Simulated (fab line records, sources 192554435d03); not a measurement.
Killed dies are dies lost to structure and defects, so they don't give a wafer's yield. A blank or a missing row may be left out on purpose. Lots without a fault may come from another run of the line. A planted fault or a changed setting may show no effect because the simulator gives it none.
fab line records | flow n5_finfet
record lots=7 wafers=39
route steps=1938 shown FIN_SAQP@94 DUMMY_GATE@246 SD_EPI_P@308 HKMG_FIN@395
start_h: hours from the record's first day to the start of the lot's first wafer shown | wait_h: hours since the lot's step before | " the same as in the row above | L1.1+2: a row that stands for several wafers | - no value, or no start given | * or withheld: withheld | < > ~ a bound
route shown NAME@n: a module of which the file shows steps, and the number in the route of the first | usual: mean/standard deviation of fault-free wafers | same: alike in all rows | chamber/n: place in a boat | sites: the reading at each site | _std_site: their standard deviation | _edge_site: outer sites' mean less inner sites' | radius_mm: how far each site lies from the wafer's centre | mask NAME#n: copy n | behind: the tool/chamber that last shaped the wafer | hold: why the lot was held/for how many hours/how that ended | device: the transistor (n, p or np) that didn't switch | end of line: the same wafers' tests at the end of the route | a step without rows: its recipe alone | killed: dies lost to structure and defects at the first sort, not the wafer's yield | map: a wafer's dies, x killed, . not, _ none there
set.NAME: the setting as run; set.NAME@STEP: as run at that earlier step | model.NAME: the simulator's own value behind a step, which no gauge read
lots whose settings were changed on purpose; a table a step, a row a wafer
## steps
# step N5_FIN_SAQP_ALD_61
# recipe material=SiO2 target_thk_a=40 temp_c=300 ald_precursor_family=BDEAS ald_co_reactant=O2-plasma pulse_time_s=1 purge_time_s=2 co_reactant_purge_time_s=2 ald_cycles=43 pressure_torr=2
# columns lot.wafer tool chamber start_h wait_h set.ald_cycles model.SiO2_of_FIN_SAQP_ALD_61.thk_nm
L074.1 ald_sin-02 0 20.31 0.1 47 4.397
L074.2 " 3 " " 47 4.352
L074.3 " 1 " " 43 3.954
L074.4 " 2 " " 43 4.007
L074.5 " 1 " " 43 4.001
L074.6 " 2 " " 47 4.356
L078.1 ald_sin-01 0 45.15 0.1 43 3.988
L078.2 " 3 " " 43 3.98
L078.3 " 2 " " 43 3.967
L078.4 " 1 " " 43 3.963
L078.5 " 0 " " 43 3.993
L078.6 " 1 " " 43 3.973
L080.1 ald_sin-02 3 57.15 0.0 45 4.17
L080.2 " 0 " " 45 4.212
L080.3 " 1 " " 43 3.996
L080.4 " 2 " " 43 4.038
L080.5 " 1 " " 43 4.031
L080.6 " 0 " " 45 4.214
L086.1 ald_sin-03 3 93.05 1.0 43 3.954
L086.2 " 2 " " 43 4.006
L086.3 " 0 " " 43 3.982
L086.4 " 1 " " 43 3.966
L086.5 " 2 " " 43 3.97
L086.6 " 3 " " 43 3.974
L087.1 ald_sin-02 1 101.04 2.1 38 3.549
L087.2 " 0 " " 38 3.555
L087.3 " 3 " " 43 3.988
L087.4 " 2 " " 43 4.022
L087.5 " 0 " " 43 4.023
L087.6 " 3 " " 38 3.522
L090.1 ald_sin-02 1 116.97 0.0 36 3.349
L090.2 " 3 " " 43 3.974
L090.3 " 0 " " 43 3.997
L090.4 " 2 " " 36 3.346
L090.5 " 3 " " 43 3.977
L090.6 " 0 " " 36 3.329
L096.3 ald_sin-01 1 152.00 0.0 43 4.002
L096.5 " 1 " " 43 3.983
L096.6 " 0 " " 43 3.989
# step N5_FIN_SAQP_ETCH_69
# recipe chemistry=N2/H2 target=SOC target_depth_a=1500 stop_on=SiNx ion_energy_ev=100 bias_w=61 pressure_mtorr=30 source_w=850 n2_flow_sccm=200 h2_flow_sccm=200
# columns lot.wafer tool chamber start_h wait_h set.target_depth_a model.SOC_of_FIN_SAQP_COAT_68.thk_nm
L074.1 rie_diel-02 0 25.32 - 1500 7
L074.2 " 2 " " 1418 8.2
L074.3+4 " 1,3 " " 1418 11.8
L074.5 " 1 " " 1500 7.8
L074.6 " 0 " " 1500 6.8
L078.1 rie_diel-04 2 49.14 - 1500 7.2
L078.2+3+6 " 1,3,0 " " 1650 0
L078.4 " 0 " " 1500 6.6
L078.5 " 3 " " 1500 8.8
L080.1 rie_diel-02 0 61.44 - 1500 6
L080.2+3+4 " 2,3,3 " " 1500 4
L080.5 " 0 " " 1500 6.4
L080.6 " 2 " " 1500 4.6
L086.1 rie_diel-02 0 100.18 - 1500 5
L086.2 " 1 " " 1500 3.2
L086.3 " 2 " " 1500 2
L086.4+5 " 3 " " 1500 2.6
L086.6 " 2 " " 1500 2.4
L087.1 rie_diel-02 1 107.12 - 1345 14.8
L087.2+5 " 3,1 " " 1345 14.2
L087.3 " 0 " " 1500 7.4
L087.4 " 2 " " 1500 3.6
L087.6 " 0 " " 1500 5
L090.1+3 rie_diel-05 2,0 121.22 - 1500 5.6
L090.2 " 1 " " 1500 7.2
L090.4 " 1 " " 1500 7.6
L090.5 " 0 " " 1500 5.4
L090.6 " 2 " " 1500 4.8
L096.3 rie_diel-02 3 156.21 - 1500 3.6
L096.5 " 1 " " 1500 4
L096.6 " 2 " " 1500 2.8
# step N5_DUMMY_GATE_ETCH_32
# recipe chemistry=CF4 target=SiO2 target_depth_a=35 time_s=3.9 ion_energy_ev=350 pressure_mtorr=10 icp_w=800 bias_w=400 cf4_flow_sccm=80
# columns lot.wafer tool chamber start_h wait_h set.time_s model.etch.depth_nm
L074.1 rie_si-06 1 48.11 0.1 3.9 3.63
L074.2 " 3 " " 3.281 2.914
L074.3 " 2 " " 3.281 2.884
L074.4 " 0 " " 3.9 3.552
L074.5 " 1 " " 3.281 3.05
L074.6 " 0 " " 3.9 3.535
L078.1 rie_si-02 3 70.73 0.1 3.9 3.546
L078.2 " 1 " " 3.9 3.522
L078.3 " 2 " " 3.9 3.647
L078.4 " 0 " " 3.9 3.495
L078.5 " 3 " " 3.9 3.508
L078.6 " 0 " " 3.9 3.478
L080.1 rie_si-05 3 83.18 0.1 3.9 3.499
L080.2 " 2 " " 4.531 3.977
L080.3 " 0 " " 3.9 3.467
L080.4 " 1 " " 4.531 4.027
L080.5 " 1 " " 3.9 3.461
L080.6 " 0 " " 4.531 4.038
L086.1 rie_si-02 2 124.89 0.1 3.56 3.366
L086.2 " 3 " " 3.9 3.54
L086.3 " 1 " " 3.9 3.5
L086.4 " 0 " " 3.9 3.516
L086.5 " 3 " " 3.56 3.245
L086.6 " 0 " " 3.56 3.169
L087.1 rie_si-05 1 129.52 0.1 3.9 3.452
L087.2 " 0 " " 3.9 3.456
L087.3 " 2 " " 4.273 3.748
L087.4 " 1 " " 3.9 3.465
L087.5 " 2 " " 4.273 3.768
L087.6 " 0 " " 4.273 3.771
L090.1 rie_si-05 1 142.88 0.1 3.9 3.507
L090.2 " 0 " " 3.9 3.487
L090.3 " 2 " " 3.9 3.441
L090.4 " 2 " " 3.9 3.429
L090.5 " 1 " " 3.9 3.522
L090.6 " 0 " " 3.9 3.495
L096.3 rie_si-05 3 177.91 0.1 3.9 3.476
L096.5 " 1 " " 3.9 3.414
L096.6 " 2 " " 3.9 3.402
# step N5_SD_EPI_P_ETCH_37
# recipe chemistry=N2/H2 target=SOC overetch_a=1080 mask_material=SiARC temp_c=40 ion_energy_ev=100 source_w=3000 bias_w=133 pressure_mtorr=20 time_s=486 n2_flow_sccm=200 h2_flow_sccm=200 ends=end_point
# usual rf_vpp_V=240.8/1.6
# columns lot.wafer tool chamber start_h wait_h set.source_w rf_vpp_V model.SiARC_of_SD_EPI_P_COAT_35.thk_nm
L074.1 rie_diel-06 3 55.61 0.0 3174 237.2 18.8
L074.2 " 2 " " 3000 241.3 19.6
L074.3 " 1 " " 3000 241.1 19.4
L074.4 " 0 " " 3174 235.1 19.2
L074.5 " 0 " " 3174 234.6 19
L074.6 " 3 " " 3000 242.9 19.2
L078.1 rie_diel-01 1 78.33 0.0 3000 239.6 19.8
L078.2 " 3 " " 2780 246.1 20.6
L078.3 " 0 " " 3000 243.5 20.4
L078.4 " 2 " " 2780 245.3 20.4
L078.5 " 3 " " 2780 245.1 20.8
L078.6 " 2 " " 3000 240.1 19.6
L080.1 rie_diel-03 1 91.26 0.0 3549 227.6 18.4
L080.2 " 3 " " 3000 242.3 19.4
L080.3 " 0 " " 3000 242.1 19.8
L080.4 " 2 " " 3000 238.5 20
L080.5 " 2 " " 3549 224.9 17.8
L080.6 " 1 " " 3549 229.9 18.2
L086.1 rie_diel-06 2 131.73 0.0 3000 240.7 20
L086.2 " 1 " " 3324 233.1 18.4
L086.3 " 0 " " 3000 239.0 20
L086.4 " 3 " " 3324 235.5 18.4
L086.5 " 0 " " 3000 240.2 20
L086.6 " 3 " " 3324 234.2 18.2
L087.1 rie_diel-03 3 136.34 0.0 3000 240.7 19.4
L087.2 " 2 " " 3187 235.1 19.2
L087.3 " 0 " " 3000 242.6 19.8
L087.4 " 2 " " 3187 235.3 19.2
L087.5 " 0 " " 3187 236.3 19
L087.6 " 3 " " 3000 241.0 19.4
L090.1 rie_diel-03 2 149.05 0.0 3000 240.0 20
L090.2 " 0 " " 2588 255.9 21.6
L090.3 " 3 " " 3000 240.8 19.6
L090.4 " 0 " " 3000 244.0 20
L090.5 " 3 " " 2588 254.1 21.2
L090.6 " 2 " " 2588 251.7 21.8
L096.3 rie_diel-03 0 184.07 0.0 3000 241.9 19.8
L096.5 " 2 " " 3000 238.5 19.8
L096.6 " 1 " " 3000 241.8 20.2
# step N5_HKMG_FIN_EXPOSE_46
# recipe mask_id=NDIPOLE na=1.35 source_shape=conventional sigma_outer=0.8 polarization=unpolarized dose_mj=40
# columns lot.wafer tool chamber start_h wait_h mask set.dose_mj
L074.1+2+4 arfi_scanner-01 0 74.27 - NDIPOLE#0 40
L074.3+5+6 " 0 " " NDIPOLE#0 42.53
L078.1+3+4 arfi_scanner-03 0 97.71 - NDIPOLE#0 40
L078.2+5+6 " 0 " " NDIPOLE#0 37.62
L080.1+4+6 arfi_scanner-01 0 110.80 - NDIPOLE#0 40
L080.2+3+5 " 0 " " NDIPOLE#0 41.36
L086.1+2+3 arfi_scanner-02 0 149.12 - NDIPOLE#0 40
L086.4+5+6 " 0 " " NDIPOLE#0 38.17
L087.1+2+3 arfi_scanner-02 0 153.30 - NDIPOLE#0 40
L087.4+5+6 " 0 " " NDIPOLE#0 42.87
L090.1+2+3+4+5+6 arfi_scanner-01 0 165.76 - NDIPOLE#0 40
L096.3+5+6 arfi_scanner-03 0 200.60 - NDIPOLE#0 40
# step N5_HKMG_FIN_PEB_47
# recipe peb_temp_c=withheld peb_time_s=60 resist=CAR-ArF
# step N5_HKMG_FIN_DEVELOP_48
# recipe develop_time_s=30 developer=TMAH resist=CAR-ArF rinse_liquid=diw dry=air_spin dev_temp_c=23
# step N5_HKMG_FIN_CD_MEAS_49
# recipe target_cd_nm=202 landing_energy_ev=500 detector=se_inlens polarity=opening
# usual cd_nm=202.0/0.63
# columns lot.wafer tool chamber start_h wait_h set.dose_mj@HKMG_FIN_EXPOSE_46 cd_nm
L074.1 cd_sem-01 0 74.39 - 40 200.7
L074.2 " 0 " " 40 201.5
L074.3 " 0 " " 42.53 205.0
L074.4 " 0 " " 40 201.1
L074.5 " 0 " " 42.53 204.7
L074.6 " 0 " " 42.53 204.8
L078.1 cd_sem-02 0 97.83 - 40 202.6
L078.2 " 0 " " 37.62 198.3
L078.3 " 0 " " 40 202.3
L078.4 " 0 " " 40 202.9
L078.5 " 0 " " 37.62 199.0
L078.6 " 0 " " 37.62 198.2
L080.1 cd_sem-03 0 110.93 - 40 203.0
L080.2 " 0 " " 41.36 204.5
L080.3 " 0 " " 41.36 204.2
L080.4 " 0 " " 40 203.0
L080.5 " 0 " " 41.36 204.8
L080.6 " 0 " " 40 202.9
L086.1 cd_sem-03 0 149.24 - 40 202.0
L086.2 " 0 " " 40 201.6
L086.3 " 0 " " 40 202.7
L086.4 " 0 " " 38.17 200.1
L086.5 " 0 " " 38.17 199.5
L086.6 " 0 " " 38.17 199.3
L087.1 cd_sem-02 0 153.42 - 40 201.0
L087.2 " 0 " " 40 203.3
L087.3 " 0 " " 40 202.3
L087.4 " 0 " " 42.87 207.0
L087.5 " 0 " " 42.87 206.6
L087.6 " 0 " " 42.87 205.3
L090.1 cd_sem-02 0 165.88 - 40 201.7
L090.2 " 0 " " 40 200.7
L090.3 " 0 " " 40 201.8
L090.4 " 0 " " 40 200.5
L090.5 " 0 " " 40 201.8
L090.6 " 0 " " 40 201.2
L096.3 cd_sem-01 0 200.71 - 40 201.6
L096.5 " 0 " " 40 201.0
L096.6 " 0 " " 40 202.2
# step N5_HKMG_FIN_DESCUM_53
# recipe chemistry=O2 time_s=7.9 source_power_w=50 bias_power_w=20 pressure_mtorr=20 rf_frequency_hz=2.712e+07 temp_c=40 resist=CAR-ArF o2_flow_sccm=225
# step N5_HKMG_FIN_ETCH_54
# recipe chemistry=CF4 target=SiARC target_depth_a=455 mask_material=CAR-ArF time_s=75.8 ion_energy_ev=80 pressure_mtorr=40 source_w=545 bias_w=36 Ar_flow_sccm=100 cf4_flow_sccm=100 ends=cleared
# columns lot.wafer tool chamber start_h wait_h set.dose_mj@HKMG_FIN_EXPOSE_46 model.HKMG_FIN.cd_offset_nm
L074.1 rie_diel-04 1 75.26 0.0 40 -1.6
L074.2 " 3 " " 40 -0.6
L074.3+6 " 2,0 " " 42.53 3
L074.4 " 0 " " 40 -0.8
L074.5 " 1 " " 42.53 2.6
L078.1 rie_diel-05 3 97.95 0.0 40 0.8
L078.2 " 0 " " 37.62 -3.4
L078.3 " 1 " " 40 0
L078.4 " 2 " " 40 0.6
L078.5 " 1 " " 37.62 -3.2
L078.6 " 2 " " 37.62 -3.6
L080.1 rie_diel-05 3 111.58 0.0 40 0.8
L080.2+5 " 2,1 " " 41.36 2.6
L080.3 " 1 " " 41.36 2
L080.4 " 0 " " 40 1.2
L080.6 " 0 " " 40 1
L086.1 rie_diel-02 3 149.36 0.0 40 0.4
L086.2 " 1 " " 40 0.2
L086.3 " 0 " " 40 0.6
L086.4+5 " 2,1 " " 38.17 -2
L086.6 " 2 " " 38.17 -2.4
L087.1 rie_diel-05 2 153.54 0.0 40 -1
L087.2 " 3 " " 40 0.8
L087.3 " 1 " " 40 0.4
L087.4 " 0 " " 42.87 5.2
L087.5 " 2 " " 42.87 4.6
L087.6 " 1 " " 42.87 4
L090.1 rie_diel-04 2 166.00 0.0 40 0
L090.2 " 3 " " 40 -1.8
L090.3 " 0 " " 40 -0.2
L090.4 " 0 " " 40 -1.4
L090.5 " 3 " " 40 -0.6
L090.6 " 2 " " 40 -0.4
L096.3 rie_diel-02 3 200.99 0.0 40 -0.2
L096.5 " 3 " " 40 -0.4
L096.6 " 0 " " 40 0.2
# step N5_HKMG_FIN_ETCH_55
# recipe chemistry=N2/H2 target=SOC target_depth_a=2400 temp_c=40 time_s=300 ion_energy_ev=200 mask_material=SiARC pressure_mtorr=30 source_w=840 bias_w=150 n2_flow_sccm=200 h2_flow_sccm=200
# columns lot.wafer tool chamber start_h wait_h set.dose_mj@HKMG_FIN_EXPOSE_46 model.HKMG_FIN.cd_offset_nm
L074.1+2 rie_diel-04 1,3 75.31 0.0 40 -1.2
L074.3 " 2 " " 42.53 3
L074.4 " 0 " " 40 -1
L074.5 " 1 " " 42.53 2.6
L074.6 " 0 " " 42.53 3.2
L078.1 rie_diel-05 3 98.01 0.0 40 0.8
L078.2 " 0 " " 37.62 -3.4
L078.3 " 1 " " 40 -0.4
L078.4 " 2 " " 40 0.2
L078.5 " 1 " " 37.62 -3.6
L078.6 " 2 " " 37.62 -3.8
L080.1+4 rie_diel-05 3,0 111.63 0.0 40 1.4
L080.2 " 2 " " 41.36 2.4
L080.3 " 1 " " 41.36 2.2
L080.5 " 1 " " 41.36 2.8
L080.6 " 0 " " 40 1
L086.1 rie_diel-02 3 149.42 0.0 40 0.2
L086.2 " 1 " " 40 0.4
L086.3 " 0 " " 40 0.6
L086.4 " 2 " " 38.17 -1.8
L086.5 " 1 " " 38.17 -2.2
L086.6 " 2 " " 38.17 -2.4
L087.1 rie_diel-05 2 153.60 0.0 40 -1
L087.2 " 3 " " 40 0.8
L087.3 " 1 " " 40 0.6
L087.4 " 0 " " 42.87 5.4
L087.5 " 2 " " 42.87 4.8
L087.6 " 1 " " 42.87 4.4
L090.1 rie_diel-04 2 166.06 0.0 40 0.4
L090.2 " 3 " " 40 -2.6
L090.3 " 0 " " 40 -0.2
L090.4 " 0 " " 40 -1.4
L090.5 " 3 " " 40 -1.2
L090.6 " 2 " " 40 -0.4
L096.3 rie_diel-02 3 201.05 0.0 40 -0.6
L096.5 " 3 " " 40 -0.4
L096.6 " 0 " " 40 -0.2
## key
split step=N5_FIN_SAQP_ALD_61 setting=ald_cycles stated=43 by=wafer
response step=N5_FIN_SAQP_ALD_61 reading=model.SiO2_of_FIN_SAQP_ALD_61.thk_nm change=+0.0398 per=1% r=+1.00
split step=N5_FIN_SAQP_ETCH_69 setting=target_depth_a stated=1500 by=wafer
response step=N5_FIN_SAQP_ETCH_69 reading=model.SOC_of_FIN_SAQP_COAT_68.thk_nm change=-0.793 per=1% r=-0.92
split step=N5_DUMMY_GATE_ETCH_32 setting=time_s stated=3.9 by=wafer
response step=N5_DUMMY_GATE_ETCH_32 reading=model.etch.depth_nm change=+0.0349 per=1% r=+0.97
split step=N5_SD_EPI_P_ETCH_37 setting=source_w stated=3000 by=wafer
response step=N5_SD_EPI_P_ETCH_37 reading=rf_vpp_V change=-0.759 per=1% r=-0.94
response step=N5_SD_EPI_P_ETCH_37 reading=model.SiARC_of_SD_EPI_P_COAT_35.thk_nm change=-0.104 per=1% r=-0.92
split step=N5_HKMG_FIN_EXPOSE_46 setting=dose_mj stated=40 by=wafer
response step=N5_HKMG_FIN_CD_MEAS_49 reading=cd_nm change=+0.589 per=1% r=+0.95
response step=N5_HKMG_FIN_ETCH_54 reading=model.HKMG_FIN.cd_offset_nm change=+0.604 per=1% r=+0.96
response step=N5_HKMG_FIN_ETCH_55 reading=model.HKMG_FIN.cd_offset_nm change=+0.615 per=1% r=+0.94
